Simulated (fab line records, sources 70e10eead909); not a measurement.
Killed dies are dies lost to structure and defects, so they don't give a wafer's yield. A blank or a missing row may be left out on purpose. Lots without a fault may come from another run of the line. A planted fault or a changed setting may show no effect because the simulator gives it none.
fab line records | flow nand_harc
record lots=7 wafers=21 last_day=31
route steps=1302 shown A_CONTACT@1033
lots that met no fault: from a run of the same line without faults
start_h: hours from the record's first day to the start of the lot's first wafer shown | wait_h: hours since the lot's step before | " the same as in the row above | L1.1+2: a row that stands for several wafers | - no value, or no start given | * or withheld: withheld | < > ~ a bound
route shown NAME@n: a module of which the file shows steps, and the number in the route of the first | usual: mean/standard deviation of fault-free wafers | same: alike in all rows | chamber/n: place in a boat | sites: the reading at each site | _std_site: their standard deviation | _edge_site: outer sites' mean less inner sites' | radius_mm: how far each site lies from the wafer's centre | mask NAME#n: copy n | behind: the tool/chamber that last shaped the wafer | hold: why the lot was held/for how many hours/how that ended | device: the transistor (n, p or np) that didn't switch | end of line: the same wafers' tests at the end of the route | a step without rows: its recipe alone | killed: dies lost to structure and defects at the first sort, not the wafer's yield | map: a wafer's dies, x killed, . not, _ none there
set.NAME: the setting as run; set.NAME@STEP: as run at that earlier step | model.NAME: the simulator's own value behind a step, which no gauge read
lots at some steps of the route; a table a step, a row a wafer
services: from which hour (start_h, from the record's first day; less than 0 if before it) a tool's chamber was out of use, for how many hours, and why
## steps
# step NHARC_A_CONTACT_COAT_63
# recipe spin_rpm=1500 resist_thk_nm=90
# step NHARC_A_CONTACT_SOFTBAKE_64
# recipe temp_c=105 time_s=55
# step NHARC_A_CONTACT_EBR_65
# step NHARC_A_CONTACT_EXPOSE_66
# recipe na=1.35 sigma_outer=0.8 dose_mj=59.02 mask_id=A_CC_2
# step NHARC_A_CONTACT_PEB_67
# recipe peb_temp_c=100 peb_time_s=65
# step NHARC_A_CONTACT_DEVELOP_68
# recipe develop_time_s=35 dev_temp_c=23
# step NHARC_A_CONTACT_CD_MEAS_69
# recipe target_cd_nm=300 landing_energy_ev=500
# usual cd_nm=299.9/0.6
# columns lot.wafer tool chamber start_h wait_h cd_nm
L231.2 cd_sem-03 0 531.34 - 300.3
L231.3 " 0 " " 299.7
L231.5 " 0 " " 299.5
L230.3 cd_sem-02 0 539.04 - 300.5
L230.4 " 0 " " 300.4
L230.5 " 0 " " 300.5
L239.3 cd_sem-02 0 609.97 - 300.0
L239.4 " 0 " " 299.0
L239.5 " 0 " " 300.5
L238.1 cd_sem-03 0 620.00 - 300.4
L238.2 " 0 " " 300.5
L238.6 " 0 " " 299.7
L240.1 cd_sem-01 0 623.13 - 300.0
L240.2 " 0 " " 300.7
L240.4 " 0 " " 300.5
L244.1 cd_sem-02 0 663.14 - 301.2
L244.2 " 0 " " 300.5
L244.3 " 0 " " 300.0
L245.2 cd_sem-03 0 676.85 - 299.8
L245.4 " 0 " " 299.7
L245.6 " 0 " " 300.0
# step NHARC_A_CONTACT_OVL_MEAS_70
# usual overlay_x_nm=0.0/0.85 overlay_y_nm=0.1/1
# columns lot.wafer tool chamber start_h wait_h overlay_x_nm overlay_y_nm
L231.2 overlay-01 - 531.43 - 0.1 -0.8
L231.3 " - " " -0.4 -0.6
L231.5 " - " " -0.1 -0.9
L230.3 overlay-02 - 539.13 - -0.6 0.7
L230.4 " - " " -1.0 0.1
L230.5 " - " " -0.8 -0.2
L239.3 overlay-01 - 610.05 - 0.3 1.8
L239.4 " - " " 0.8 0.8
L239.5 " - " " 0.9 0.7
L238.1 overlay-01 - 620.09 - 1.2 0.3
L238.2 " - " " 1.6 0.2
L238.6 " - " " 1.6 0.5
L240.1 overlay-01 - 623.21 - -1.6 0.6
L240.2 " - " " -1.2 0.9
L240.4 " - " " -1.1 1.1
L244.1 overlay-02 - 663.23 - 0.6 -0.2
L244.2 " - " " 0.2 0.5
L244.3 " - " " 0.8 -0.2
L245.2 overlay-02 - 676.94 - -0.7 1.0
L245.4 " - " " 0.0 1.7
L245.6 " - " " -0.2 1.4
# step NHARC_A_CONTACT_INSPECT_71
# usual raw_defect_count=79/34
# columns lot.wafer tool chamber start_h wait_h raw_defect_count
L231.2 defect_inspect-01 - 531.46 0.0 80
L231.3 " - " " 74
L231.5 " - " " 61
L230.3 defect_inspect-01 - 539.16 0.0 67
L230.4 " - " " 61
L230.5 " - " " 49
L239.3 defect_inspect-01 - 610.09 0.0 10
L239.4 " - " " 14
L239.5 " - " " 11
L238.1 defect_inspect-01 - 620.12 0.0 63
L238.2 " - " " 67
L238.6 " - " " 69
L240.1 defect_inspect-02 - 623.25 0.0 158
L240.2 " - " " 137
L240.4 " - " " 118
L244.1 defect_inspect-01 - 663.27 0.0 32
L244.2 " - " " 28
L244.3 " - " " 14
L245.2 defect_inspect-02 - 676.97 0.0 87
L245.4 " - " " 118
L245.6 " - " " 96
# step NHARC_A_CONTACT_DESCUM_74
# recipe time_s=3 o2_flow_sccm=200 ar_flow_sccm=0 bias_power_w=0 chemistry=O2
# usual drypump_motor_current_A=5.9/0.35 oes_product_au=1.002/0.011 rf_vpp_V=57.6/0.97 showerhead_plenum_p_Torr=1.89/0.075 throttle_valve_pct=11.311/0.0093
# columns lot.wafer tool chamber start_h wait_h drypump_motor_current_A oes_product_au rf_hours_counter_h rf_vpp_V showerhead_plenum_p_Torr throttle_valve_pct
L231.3 rie_diel-02 3 531.53 0.1 6.1 1.006 38 58.4 1.89 11.301
L231.2 " 1 " " 6.0 0.982 44 56.5 1.83 11.314
L231.5 " 2 " " 6.0 0.999 - 57.3 1.79 11.305
L230.4 rie_diel-03 2 539.22 0.1 6.6 0.997 22 56.6 1.77 11.321
L230.3 " 0 " " 5.7 0.988 22 59.2 1.93 11.324
L230.5 " 3 " " 6.3 0.987 - 58.1 1.90 11.296
L239.3 rie_diel-04 2 610.15 0.1 6.2 0.998 10 56.9 1.96 11.322
L239.4 " 0 " " 5.6 1.006 10 57.2 1.79 11.309
L239.5 " 2 " " 6.2 0.994 - 59.5 1.96 11.312
L238.2 rie_diel-02 1 620.18 0.1 6.0 0.989 14 56.6 1.82 11.314
L238.1 " 0 " " 5.6 1.007 11 56.9 1.93 11.316
L238.6 " 2 " " 6.0 0.999 - 56.5 1.78 11.321
L240.4 rie_diel-04 3 623.32 0.1 5.5 1.010 11 58.0 1.94 11.316
L240.1 " 0 " " 5.6 0.999 11 56.5 1.79 11.316
L240.2 " 1 " " 5.6 0.993 10 57.4 1.86 11.297
L244.1 rie_diel-02 0 663.33 0.1 5.6 1.020 24 57.7 1.93 11.311
L244.2 " 2 " " 6.0 1.014 30 56.4 1.77 11.337
L244.3 " 3 " " 6.1 1.010 27 57.1 1.87 11.309
L245.4 rie_diel-03 1 677.04 0.1 5.6 1.010 10 56.9 1.95 11.288
L245.2 " 3 " " 6.3 0.995 9 57.7 1.89 11.298
L245.6 " 0 " " 5.7 0.998 - 57.7 1.91 11.307
# step NHARC_A_CONTACT_ETCH_75
# recipe target_depth_a=390 over_etch_frac=0.3 time_s=65 ion_energy_ev=80 cf4_flow_sccm=150 ar_flow_sccm=0 rf_w=300 bias_w=100 chemistry=CF4
# usual bias_w=100.0/0.31 cf4_flow_sccm=150.0/0.4 drypump_motor_current_A=5.9/0.34 oes_product_au=1.003/0.01 rf_vpp_V=150.9/1.1 showerhead_plenum_p_Torr=1.74/0.063 throttle_valve_pct=13.284/0.0085
# same over_etch_frac=0.3
# columns lot.wafer tool chamber start_h wait_h bias_w cf4_flow_sccm drypump_motor_current_A oes_product_au rf_hours_counter_h rf_vpp_V showerhead_plenum_p_Torr throttle_valve_pct
L231.3 rie_diel-02 1 531.63 0.1 100.3 151.1 5.9 0.990 44 150.8 1.70 13.284
L231.2 " 2 " " 99.8 150.4 6.0 1.015 44 150.0 1.66 13.284
L231.5 " 1 " " 100.0 150.1 6.0 0.992 - 150.2 1.70 13.282
L230.3 rie_diel-03 3 539.31 0.1 99.6 149.8 6.3 0.990 24 152.1 1.76 13.288
L230.4 " 0 " " 100.5 150.2 5.7 0.999 22 150.8 1.78 13.289
L230.5 " 2 " " 99.8 150.8 6.6 0.991 - 149.3 1.65 13.283
L239.4 rie_diel-04 0 610.23 0.1 99.8 149.9 5.6 1.014 10 150.1 1.67 13.278
L239.3 " 1 " " 99.9 150.2 5.6 0.993 9 150.2 1.72 13.289
L239.5 " 0 " " 100.2 149.6 5.6 0.998 - 150.2 1.67 13.277
L238.2 rie_diel-02 3 620.27 0.1 100.2 149.9 6.1 1.013 14 149.4 1.74 13.289
L238.1 " 1 " " 100.4 150.7 6.0 0.991 14 150.4 1.69 13.271
L238.6 " 3 " " 100.0 150.0 6.1 1.012 - 149.8 1.74 13.279
L240.4 rie_diel-04 1 623.40 0.1 99.9 149.6 5.6 1.002 10 151.9 1.72 13.280
L240.2 " 2 " " 100.2 150.7 6.2 1.002 10 151.2 1.81 13.262
L240.1 " 3 " " 100.5 149.6 5.5 1.010 11 151.6 1.79 13.280
L244.3 rie_diel-02 2 663.42 0.1 100.0 150.0 6.0 1.015 30 150.3 1.65 13.282
L244.2 " 3 " " 100.2 149.6 6.1 1.022 27 150.1 1.73 13.295
L244.1 " 0 " " 99.6 149.5 5.6 1.030 24 151.6 1.78 13.283
L245.2 rie_diel-03 0 677.22 0.2 100.2 150.5 5.6 1.004 9 153.3 1.77 13.280
L245.4 " 1 " " 99.9 150.1 5.6 1.006 10 152.7 1.80 13.276
L245.6 " 1 " " 99.8 150.5 5.6 1.008 - 153.3 1.80 13.294
# step NHARC_A_CONTACT_ETCH_76
# recipe target_depth_a=2600 over_etch_frac=0.3 time_s=475.3 ion_energy_ev=200 n2_flow_sccm=150 h2_flow_sccm=150 ar_flow_sccm=0 rf_w=400 bias_w=150 chemistry=N2/H2
# usual bias_w=150.0/0.45 chamber_pressure_mTorr=30.002/0.029 drypump_motor_current_A=5.9/0.33 oes_product_au=1.002/0.01 rf_vpp_V=429.7/2.3 showerhead_plenum_p_Torr=2.01/0.076 throttle_valve_pct=14.172/0.011
# same over_etch_frac=0.3
# columns lot.wafer tool chamber start_h wait_h bias_w chamber_pressure_mTorr drypump_motor_current_A oes_product_au rf_hours_counter_h rf_vpp_V showerhead_plenum_p_Torr throttle_valve_pct
L231.2 rie_diel-02 1 - - 150.0 29.988 6.0 0.997 44 427.8 1.95 14.158
L231.3 " 3 " " 150.4 30.052 6.1 1.004 38 430.1 2.01 14.183
L231.5 " 1 " " 148.9 29.998 6.0 0.994 - 429.0 1.95 14.185
L230.3 rie_diel-03 1 - - 149.9 30.037 5.6 1.001 17 431.0 2.10 14.169
L230.4 " 2 " " 150.3 30.003 6.6 0.988 22 427.7 1.88 14.187
L230.5 " 3 " " 149.7 29.991 6.3 0.992 - 430.5 2.03 14.178
L239.4 rie_diel-04 3 - - 150.7 30.002 5.5 1.011 10 430.6 2.07 14.155
L239.3 " 0 " " 150.3 29.999 5.6 0.994 10 426.1 1.91 14.158
L239.5 " 2 " " 150.3 29.995 6.3 0.978 - 433.8 2.09 14.141
L238.2 rie_diel-02 1 - - 149.3 29.982 6.0 0.986 14 428.3 1.94 14.160
L238.1 " 2 " " 150.6 29.950 6.0 1.004 16 424.2 1.89 14.177
L238.6 " 3 " " 149.7 30.057 6.1 1.007 - 428.0 2.00 14.196
L240.1 rie_diel-04 3 - - 150.0 30.006 5.5 1.018 11 430.2 2.07 14.164
L240.4 " 0 " " 149.9 29.999 5.6 1.014 11 428.0 1.91 14.175
L240.2 " 2 " " 150.7 30.005 6.3 0.998 10 433.5 2.09 14.164
L244.2 rie_diel-02 3 - - 150.0 30.023 6.1 1.006 27 429.5 2.00 14.170
L244.1 " 1 " " 150.4 30.006 6.0 0.989 27 426.6 1.93 14.176
L244.3 " 2 " " 150.4 30.029 6.0 1.017 30 424.8 1.89 14.179
L245.4 rie_diel-03 0 - - 149.4 29.980 5.7 1.012 9 431.9 2.04 14.169
L245.2 " 1 " " 150.1 30.005 5.6 1.006 10 431.3 2.08 14.175
L245.6 " 1 " " 150.1 30.063 5.6 1.010 - 431.3 2.08 14.174
# step NHARC_A_CONTACT_ETCH_77
# recipe target_depth_a=1089 time_s=54.5 cf4_flow_sccm=100 chf3_flow_sccm=30 ar_flow_sccm=0 rf_w=500 bias_w=200 chemistry=CF4/CHF3
# usual bias_w=199.8/0.58 cf4_flow_sccm=100.00/0.3 chf3_flow_sccm=30.00/0.088 drypump_motor_current_A=5.9/0.35 oes_product_au=0.937/0.021 rf_vpp_V=370.0/2.1 showerhead_plenum_p_Torr=1.55/0.059 throttle_valve_pct=16.803/0.0083
# columns lot.wafer tool chamber start_h wait_h bias_w cf4_flow_sccm chf3_flow_sccm drypump_motor_current_A oes_product_au rf_hours_counter_h rf_vpp_V showerhead_plenum_p_Torr throttle_valve_pct
L231.3 rie_diel-02 1 532.24 - 198.7 100.08 29.80 6.0 0.926 45 368.7 1.51 16.806
L231.2 " 2 " " 199.8 100.03 29.96 6.0 0.924 44 368.0 1.47 16.813
L231.5 " 1 " " 199.6 99.74 29.88 5.9 0.918 - 368.7 1.51 16.809
L230.4 rie_diel-03 0 539.75 - 200.7 100.20 30.13 5.7 0.915 22 371.9 1.59 16.800
L230.3 " 1 " " 199.9 100.03 29.88 5.6 0.918 17 372.1 1.62 16.796
L230.5 " 3 " " 199.7 100.29 30.08 6.3 0.909 - 370.9 1.56 16.791
L239.4 rie_diel-04 1 610.67 - - - - - - - - - -
L239.3 " 2 " " - - - - - - - - -
L239.5 " 2 " " - - - - - - - - -
L238.2 rie_diel-02 3 620.71 - - - - - - - - - -
L238.1 " 1 " " - - - - - - - - -
L238.6 " 3 " " - - - - - - - - -
L240.2 rie_diel-04 0 623.84 - - - - - - - - - -
L240.1 " 1 " " - - - - - - - - -
L240.4 " 2 " " - - - - - - - - -
L244.2 rie_diel-02 1 663.85 - 199.9 100.20 30.18 5.9 0.921 27 368.5 1.50 16.817
L244.1 " 2 " " 198.7 99.98 29.97 6.0 0.932 30 366.7 1.46 16.819
L244.3 " 0 " " 199.6 99.71 30.26 5.6 0.933 24 371.8 1.59 16.818
L245.2 rie_diel-03 2 677.67 - 199.2 99.80 30.03 6.6 0.934 11 374.2 1.70 16.801
L245.4 " 3 " " 200.2 100.06 29.97 6.3 0.950 10 368.9 1.55 16.810
L245.6 " 1 " " 199.9 99.70 29.96 5.6 0.954 - 370.5 1.60 16.812
# step NHARC_A_CONTACT_ETCH_78
# recipe target_depth_a=53000 over_etch_frac=0.3 time_s=1378 ion_energy_ev=150 o2_flow_sccm=400 cos_flow_sccm=20 ar_flow_sccm=0 rf_w=500 bias_w=300 chemistry=O2/COS
# usual bias_w=300.0/0.91 chamber_pressure_mTorr=20.000/0.02 drypump_motor_current_A=5.9/0.33 oes_product_au=1.001/0.011 rf_vpp_V=313.4/1.9 showerhead_plenum_p_Torr=3.08/0.11 throttle_valve_pct=28.330/0.0092
# same over_etch_frac=0.3
# columns lot.wafer tool chamber start_h wait_h bias_w chamber_pressure_mTorr drypump_motor_current_A oes_product_au rf_hours_counter_h rf_vpp_V showerhead_plenum_p_Torr throttle_valve_pct
L231.3 rie_diel-02 2 - - 299.8 19.977 6.0 1.005 45 310.5 2.93 28.322
L231.2 " 3 " " 300.6 19.985 6.1 1.006 39 314.2 3.08 28.334
L231.5 " 2 " " 301.5 19.986 6.0 1.018 - 311.8 2.93 28.320
L230.4 rie_diel-03 1 - - 299.4 20.003 5.6 1.001 17 314.9 3.20 28.332
L230.3 " 2 " " 298.3 20.007 6.7 0.999 23 310.1 2.90 28.334
L230.5 " 1 " " 301.0 20.012 5.6 1.005 - 316.6 3.20 28.327
L239.3 rie_diel-04 2 - - 300.5 19.984 6.3 0.985 10 315.8 3.20 28.327
L239.4 " 3 " " 298.7 20.025 5.5 1.015 11 316.3 3.17 28.312
L239.5 " 0 " " 301.6 19.978 5.6 1.007 - 311.8 2.94 28.337
L238.1 rie_diel-02 2 - - 299.6 19.981 6.0 1.004 17 310.5 2.91 28.322
L238.2 " 1 " " 300.7 19.964 6.0 0.984 14 313.0 2.98 28.325
L238.6 " 3 " " 301.1 20.023 6.1 0.999 - 314.2 3.07 28.319
L240.4 rie_diel-04 2 - - 297.7 20.004 6.3 0.991 11 314.6 3.20 28.320
L240.1 " 3 " " 301.5 19.990 5.5 1.008 11 315.5 3.17 28.335
L240.2 " 0 " " 300.7 19.990 5.6 1.005 12 311.4 2.94 28.334
L244.2 rie_diel-02 2 - - 299.4 19.976 6.0 1.013 30 310.6 2.90 28.321
L244.3 " 3 " " 299.8 19.999 6.1 1.016 28 312.5 3.06 28.323
L244.1 " 0 " " 299.3 20.006 5.6 1.020 24 313.8 3.15 28.318
L245.4 rie_diel-03 3 - - 299.3 20.014 6.3 0.988 10 313.7 3.08 28.330
L245.2 " 2 " " 300.3 19.975 6.6 0.996 11 317.4 3.37 28.350
L245.6 " 3 " " 299.7 19.967 6.3 0.988 - 312.7 3.08 28.345
## services
# columns tool chamber start_h hours kind
rie_diel-03 1 518.37 15.8 repair
rie_diel-02 0 529.39 - clean
rie_diel-02 1 529.39 - clean
rie_diel-02 2 529.39 - clean
rie_diel-02 3 529.39 - clean
rie_diel-04 - 531.90 9.0 pm
rie_diel-02 0 553.94 - clean
rie_diel-02 1 553.94 - clean
rie_diel-02 2 553.94 - clean
rie_diel-02 3 553.94 - clean
rie_diel-02 - 572.22 9.0 pm
rie_diel-02 0 572.22 9.0 vent_cycle
rie_diel-02 1 572.22 9.0 vent_cycle
rie_diel-02 2 572.22 9.0 vent_cycle
rie_diel-02 3 572.22 9.0 vent_cycle
rie_diel-02 0 581.22 - clean
rie_diel-02 1 581.22 - clean
rie_diel-02 2 581.22 - clean
rie_diel-02 3 581.22 - clean
rie_diel-02 0 606.06 - clean
rie_diel-02 1 606.06 - clean
rie_diel-02 2 606.06 - clean
rie_diel-02 3 606.06 - clean
rie_diel-03 - 635.98 9.0 pm
## key
first_sign step=NHARC_A_CONTACT_ETCH_77 reading=tool_record direction=missing
effect none on later readings
met_at NHARC_A_CONTACT_ETCH_77
struck_wafers L238.1,L238.2,L238.6,L239.3,L239.4,L239.5,L240.1,L240.2,L240.4
later_rows_left_out L238.1,L238.2,L238.6,L239.3,L239.4,L239.5,L240.1,L240.2,L240.4
sort_left_out L238.1,L238.2,L238.6,L239.3,L239.4,L239.5,L240.1,L240.2,L240.4
tester_left_out L238,L239,L240
onset_between 532.24 610.67
fault kind=skipped_step_whole tool=rie_diel-02,rie_diel-04 chamber=- onset_h=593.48 steps=NHARC_A_CONTACT_ETCH_77 scope=struck_lots_only
# tester_left_out: of these lots the tester's yield and bins aren't shown, on N5 and GAA mostly nor the transistor test; their killed dies are dies lost to structure and defects alone, not to doping, threshold or leakage, so they don't give the yield
# sort_left_out: the simulated sort isn't trusted on such a fault, so these wafers' sort isn't shown, and their yield isn't known
# later_rows_left_out: the simulator's readings of these wafers behind a module that went badly wrong aren't trusted and aren't shown, but for the sort
